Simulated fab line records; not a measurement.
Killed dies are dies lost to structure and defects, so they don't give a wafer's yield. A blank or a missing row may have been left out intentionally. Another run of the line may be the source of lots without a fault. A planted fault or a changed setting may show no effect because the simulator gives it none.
Matching of chambers :: flow nandHarc :: rieDiel-03 running NHARC_A_STAIRCASE_DESCUM_312: 4 sister chambers
The step chemistry O2, time 3 s. 18 wafers are shown with their chamber, then 9 later ones without.

EACH WAFER AND ITS CHAMBER
wafer: L076.1
chamber: 2
showerheadPlenumPTorr (Torr): 1.78
drypumpMotorCurrentA (A): 6.3
chamberPressureMTorr (mTorr): 59.98

wafer: L076.2
chamber: 0
showerheadPlenumPTorr (Torr): 1.90
drypumpMotorCurrentA (A): 5.8
chamberPressureMTorr (mTorr): 59.99

wafer: L076.6
chamber: 0
showerheadPlenumPTorr (Torr): 1.90
drypumpMotorCurrentA (A): 5.8
chamberPressureMTorr (mTorr): 60.01

wafer: L079.1
chamber: 3
showerheadPlenumPTorr (Torr): 1.90
drypumpMotorCurrentA (A): 6.2
chamberPressureMTorr (mTorr): 59.91

wafer: L079.3
chamber: 0
showerheadPlenumPTorr (Torr): 1.90
drypumpMotorCurrentA (A): 5.8
chamberPressureMTorr (mTorr): 60.02

wafer: L079.4
chamber: 2
showerheadPlenumPTorr (Torr): 1.78
drypumpMotorCurrentA (A): 6.3
chamberPressureMTorr (mTorr): 60.06

wafer: L080.3
chamber: 1
showerheadPlenumPTorr (Torr): 1.77
drypumpMotorCurrentA (A): 6.1
chamberPressureMTorr (mTorr): 59.93

wafer: L080.4
chamber: 2
showerheadPlenumPTorr (Torr): 1.78
drypumpMotorCurrentA (A): 6.3
chamberPressureMTorr (mTorr): 60.01

wafer: L080.6
chamber: 0
showerheadPlenumPTorr (Torr): 1.90
drypumpMotorCurrentA (A): 5.8
chamberPressureMTorr (mTorr): 59.95

wafer: L083.1
chamber: 1
showerheadPlenumPTorr (Torr): 1.77
drypumpMotorCurrentA (A): 6.1
chamberPressureMTorr (mTorr): 60.06

wafer: L083.2
chamber: 3
showerheadPlenumPTorr (Torr): 1.90
drypumpMotorCurrentA (A): 6.2
chamberPressureMTorr (mTorr): 59.87

wafer: L083.6
chamber: 1
showerheadPlenumPTorr (Torr): 1.77
drypumpMotorCurrentA (A): 6.1
chamberPressureMTorr (mTorr): 60.00

wafer: L081.1
chamber: 2
showerheadPlenumPTorr (Torr): 1.78
drypumpMotorCurrentA (A): 6.2
chamberPressureMTorr (mTorr): 60.01

wafer: L081.2
chamber: 0
showerheadPlenumPTorr (Torr): 1.90
drypumpMotorCurrentA (A): 5.8
chamberPressureMTorr (mTorr): 60.03

wafer: L081.6
chamber: 1
showerheadPlenumPTorr (Torr): 1.76
drypumpMotorCurrentA (A): 6.1
chamberPressureMTorr (mTorr): 59.94

wafer: L084.1
chamber: 2
showerheadPlenumPTorr (Torr): 1.78
drypumpMotorCurrentA (A): 6.3
chamberPressureMTorr (mTorr): 60.01

wafer: L084.3
chamber: 0
showerheadPlenumPTorr (Torr): 1.90
drypumpMotorCurrentA (A): 5.8
chamberPressureMTorr (mTorr): 59.96

wafer: L084.4
chamber: 2
showerheadPlenumPTorr (Torr): 1.78
drypumpMotorCurrentA (A): 6.3
chamberPressureMTorr (mTorr): 59.90

SIGNATURES (averages over the wafers above)
reading: showerheadPlenumPTorr
chamber 0: 1.9000
chamber 1: 1.7675
chamber 2: 1.7800
chamber 3: 1.9000
scatter within a chamber: 0.00231

reading: drypumpMotorCurrentA
chamber 0: 5.800
chamber 1: 6.100
chamber 2: 6.283
chamber 3: 6.200
scatter within a chamber: 0.0244

reading: chamberPressureMTorr
chamber 0: 59.9933
chamber 1: 59.9825
chamber 2: 59.9950
chamber 3: 59.8900
scatter within a chamber: 0.0472
Rule: for a wafer and a chamber, the distance is found by dividing, reading by reading, the gap between the wafer's reading and the chamber's mean by the reading's scatter, squaring, summing and taking the root. The wafer belongs to the nearest chamber; if the next one is less than 2 further off, it can't be placed. How the scatter is found: for the shown wafers, subtract from each reading the mean of its chamber, square and add these, divide the total by (wafers less chambers), then take the root.

WAFERS WHOSE CHAMBER IS MISSING
wafer: L088.1
showerheadPlenumPTorr (Torr): 1.89
drypumpMotorCurrentA (A): 6.2
chamberPressureMTorr (mTorr): 59.94

wafer: L088.2
showerheadPlenumPTorr (Torr): 1.77
drypumpMotorCurrentA (A): 6.3
chamberPressureMTorr (mTorr): 59.97

wafer: L088.5
showerheadPlenumPTorr (Torr): 1.77
drypumpMotorCurrentA (A): 6.3
chamberPressureMTorr (mTorr): 60.08

wafer: L094.1
showerheadPlenumPTorr (Torr): 1.89
drypumpMotorCurrentA (A): 5.8
chamberPressureMTorr (mTorr): 60.00

wafer: L094.2
showerheadPlenumPTorr (Torr): 1.89
drypumpMotorCurrentA (A): 6.2
chamberPressureMTorr (mTorr): 60.03

wafer: L094.6
showerheadPlenumPTorr (Torr): 1.77
drypumpMotorCurrentA (A): 6.3
chamberPressureMTorr (mTorr): 59.93

wafer: L095.1
showerheadPlenumPTorr (Torr): 1.89
drypumpMotorCurrentA (A): 6.2
chamberPressureMTorr (mTorr): 59.96

wafer: L095.4
showerheadPlenumPTorr (Torr): 1.88
drypumpMotorCurrentA (A): 5.8
chamberPressureMTorr (mTorr): 59.91

wafer: L095.6
showerheadPlenumPTorr (Torr): 1.89
drypumpMotorCurrentA (A): 6.2
chamberPressureMTorr (mTorr): 59.98

WHICH CHAMBER EACH WENT THROUGH
wafer: L088.1
from the rows above: 3
in truth: 3

wafer: L088.2
from the rows above: 2
in truth: 2

wafer: L088.5
from the rows above: 2
in truth: 2

wafer: L094.1
from the rows above: 0
in truth: 0

wafer: L094.2
from the rows above: 3
in truth: 3

wafer: L094.6
from the rows above: 2
in truth: 2

wafer: L095.1
from the rows above: 3
in truth: 3

wafer: L095.4
from the rows above: 0
in truth: 0

wafer: L095.6
from the rows above: 3
in truth: 3
Placed correctly: 9 of 9. From these rows, 0 cannot be placed. Placed wrongly: 0.
